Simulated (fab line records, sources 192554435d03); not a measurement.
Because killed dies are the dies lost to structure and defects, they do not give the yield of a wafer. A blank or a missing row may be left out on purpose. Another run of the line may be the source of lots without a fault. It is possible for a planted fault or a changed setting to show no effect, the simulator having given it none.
Chamber matching -- flow n5Finfet -- 4 sister chambers for N5_FIN_SAQP_ALD_61 on aldSin-01
The step deposits SiO2, target thk 4 nm, pulse time 1 s, purge time 2 s. 14 wafers are shown with their chamber, then 7 later ones without.

== EACH WAFER AND ITS CHAMBER ==
wafer,chamber,heaterPowerW (W),precursorPulseHeightRel,chamberPressureTorr (Torr)
L074.1,1,495,0.999,1.999
L074.4,2,448,1.008,2.000
L074.5,2,439,0.971,1.998
L075.3,3,472,0.972,2.007
L075.5,3,468,0.987,1.998
L075.6,2,449,1.011,2.004
L076.1,3,470,0.989,1.999
L076.3,2,442,0.993,2.009
L076.5,1,502,1.003,2.006
L083.1,1,483,0.977,1.995
L083.2,0,460,0.972,2.004
L083.5,2,443,1.031,2.002
L089.1,2,448,1.014,1.995
L089.4,1,494,0.983,2.000

SIGNATURES (averages over the wafers above)
reading,chamber 0,chamber 1,chamber 2,chamber 3,scatter within a chamber
heaterPowerW,460.00,493.50,444.83,470.00,5.25
precursorPulseHeightRel,0.97200,0.99050,1.00467,0.98267,0.0166
chamberPressureTorr,2.00400,2.00000,2.00133,2.00133,0.0048
Rule: a wafer's distance from a chamber is the root of the sum, over the readings, of the square of ((its reading less the chamber's mean) divided by the reading's scatter). If the next closest chamber is less than 2 further off than the closest, the wafer can't be placed; otherwise it belongs to the closest. The scatter is the square root of a quotient: the sum, over the shown wafers, of each reading's squared deviation from its chamber's mean, divided by wafers minus chambers.

== WAFERS WITHOUT THEIR CHAMBER ==
wafer,heaterPowerW (W),precursorPulseHeightRel,chamberPressureTorr (Torr)
L089.6,454,0.979,2.002
L093.1,450,0.974,1.999
L093.4,465,0.990,2.010
L093.6,466,0.980,2.001
L094.1,443,0.996,2.004
L094.5,455,0.996,2.002
L094.6,493,1.004,1.999

== WHICH CHAMBER EACH WENT THROUGH ==
wafer,from the rows above,in truth
L089.6,can't be placed: 0 or 2 or 3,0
L093.1,can't be placed: 2 or 0 or 3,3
L093.4,can't be placed: 0 or 3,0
L093.6,can't be placed: 3 or 0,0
L094.1,2,2
L094.5,can't be placed: 0 or 2 or 3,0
L094.6,1,1
Placed correctly: 2 of 7. Cannot be placed on the basis of these rows: 5; the candidates contain the true chamber in 5. Number placed wrongly: 0.
